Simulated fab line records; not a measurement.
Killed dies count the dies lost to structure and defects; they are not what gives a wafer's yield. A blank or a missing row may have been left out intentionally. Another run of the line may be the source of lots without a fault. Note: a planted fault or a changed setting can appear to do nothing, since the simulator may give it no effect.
A lot that was struck, set against a sound lot | flow n5Finfet | 14 steps out of a route of 1938
Sound: wafers L111.1, L111.3, L111.6. Wafers struck: L102.1, L102.2, L102.6. Last of all comes the cause.
For every step that has rows: the tool of each side, followed by ch and its chambers, followed by its first start. Under that, the readings that differ: sound wafers | struck wafers | difference of the means | sigmas: that difference in standard deviations of wafers without a fault.
alike: words and numbers the same on both sides, and readings whose means are apart by under 2 such deviations; not compared: readings that were withheld, readings missing a value for some wafer, numbers with overlapping values and no deviation given by the record, and bounds like >300 which may hide the same value.
Wherever a step has rows on one side only, a row that says differs or no value, or a row with sigmas, the two part there. Non-overlapping numbers with no deviation appear without sigmas and do not part them. A reading missing from all wafers of one side parts the sides only when that side holds two or more wafers.

first, 2 steps without rows for these wafers: N5_FIN_SAQP_PRECLEAN_45 (cleans in dHF, time 10 s); N5_FIN_SAQP_SRD_39 (time 30 s).
N5_FIN_SAQP_OCD_MEAS_76:
  sound: ocd-02 at day 6 20:31; struck: ocd-02 at day 4 14:03
  alike: trenchDepthNm
N5_FIN_SAQP_INSPECT_40: inspects for defects (brightfield).
  sound: defectInspect-01 at day 6 20:33; struck: defectInspect-01 at day 4 14:05
  alike: rawDefectCount
then, 8 steps without rows for these wafers: N5_FIN_CUT_COAT_18 (time 60 s, resist thk 230 nm); N5_FIN_CUT_COAT_19 (time 60 s, resist thk 20 nm); N5_FIN_CUT_COAT_29 (time 60 s, resist thk 10 nm); N5_FIN_CUT_COAT_02 (resist thk 30 nm); N5_FIN_CUT_EBR_04; N5_FIN_CUT_SOFTBAKE_03 (time 60 s); N5_FIN_CUT_EXPOSE_05 (exposes mask FIN CUT); N5_FIN_CUT_PEB_06 (peb time 60 s).
N5_FIN_CUT_DEVELOP_07: develop time 30 s.
  sound on lithoTrack-03 ch 0, day 6 20:55; struck on lithoTrack-02, day 4 14:28
  no value came back on the struck wafers for chillPlateTempC (C), developTimeS (s); on the sound wafers chillPlateTempC (C) reads 22.99 22.94 23.09
reading                                     | sound          | struck       | difference | sigmas
model.CAR-EUV_of_FIN_CUT_COAT_02.thkNm (nm) | 29.6 29.4 29.4 | 30 29.8 29.8 | +0         | 
N5_FIN_CUT_CD_MEAS_08: target cd 29.1 nm.
  sound on cdSem-01 ch 0, day 6 20:59; struck on cdSem-02 ch 0, day 4 14:31
reading   | sound             | struck | difference                    | sigmas
cdNm (nm) | 28.94 29.26 29.44 | - - -  | no value on the struck wafers | 

== WHERE THEY PART ==
First at N5_FIN_CUT_DEVELOP_07; last, within this record, at N5_FIN_CUT_CD_MEAS_08.

WHY: what had been put in by the simulator
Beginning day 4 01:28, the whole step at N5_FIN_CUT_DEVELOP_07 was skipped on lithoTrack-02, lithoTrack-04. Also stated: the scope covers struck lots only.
